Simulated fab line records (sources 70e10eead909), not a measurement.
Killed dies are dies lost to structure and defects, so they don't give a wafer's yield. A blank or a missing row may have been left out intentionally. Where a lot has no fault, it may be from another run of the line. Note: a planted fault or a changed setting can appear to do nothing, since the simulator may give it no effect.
Chamber matching + flow nand_harc + cmp-02 running NHARC_A_DECK1_JOINT_CMP_13: 4 sister chambers
The step polishes, target thk 51.023 nm. 7 wafers are shown with their chamber, then 7 later ones without.

WAFERS, EACH WITH ITS CHAMBER
| wafer  | chamber | motor_current_A (A) | time_to_endpoint_s (s) |
|--------|---------|---------------------|------------------------|
| L079.2 | 0       | 12.1                | 12                     |
| L079.4 | 1       | 13.6                | 7                      |
| L082.1 | 2       | 10.8                | 8                      |
| L082.4 | 3       | 12.2                | 4                      |
| L082.5 | 2       | 11.6                | 6                      |
| L085.2 | 1       | 13.9                | 6                      |
| L085.3 | 0       | 11.7                | 13                     |

WAFERS WHOSE CHAMBER IS MISSING
| wafer  | motor_current_A (A) | time_to_endpoint_s (s) |
|--------|---------------------|------------------------|
| L085.5 | 13.4                | 4                      |
| L091.4 | 11.2                | 7                      |
| L091.5 | 11.3                | 11                     |
| L091.6 | 12.4                | 5                      |
| L096.1 | 11.8                | 11                     |
| L096.4 | 11.9                | 8                      |
| L096.6 | 11.7                | 9                      |

WHICH CHAMBER EACH WENT THROUGH
| wafer  | from the rows above     | in truth |
|--------|-------------------------|----------|
| L085.5 | can't be placed: 1 or 3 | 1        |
| L091.4 | 2                       | 2        |
| L091.5 | can't be placed: 0 or 2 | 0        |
| L091.6 | 3                       | 3        |
| L096.1 | 0                       | 0        |
| L096.4 | 2                       | 2        |
| L096.6 | can't be placed: 2 or 0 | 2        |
Correctly placed: 4 of 7. Cannot be placed on the basis of these rows: 3; the candidates contain the true chamber in 3. Number placed wrongly: 0.
How it was worked out, from the rows above alone: a wafer's distance from a chamber is the root of the sum, over the readings, of the square of ((its reading less the chamber's mean) divided by the reading's scatter). The wafer belongs to the nearest chamber; if the next one is less than 2 further off, it can't be placed. Each chamber's mean is taken over the wafers shown for it. The scatter is the square root of a quotient: the sum, over the shown wafers, of each reading's squared deviation from its chamber's mean, divided by wafers minus chambers.
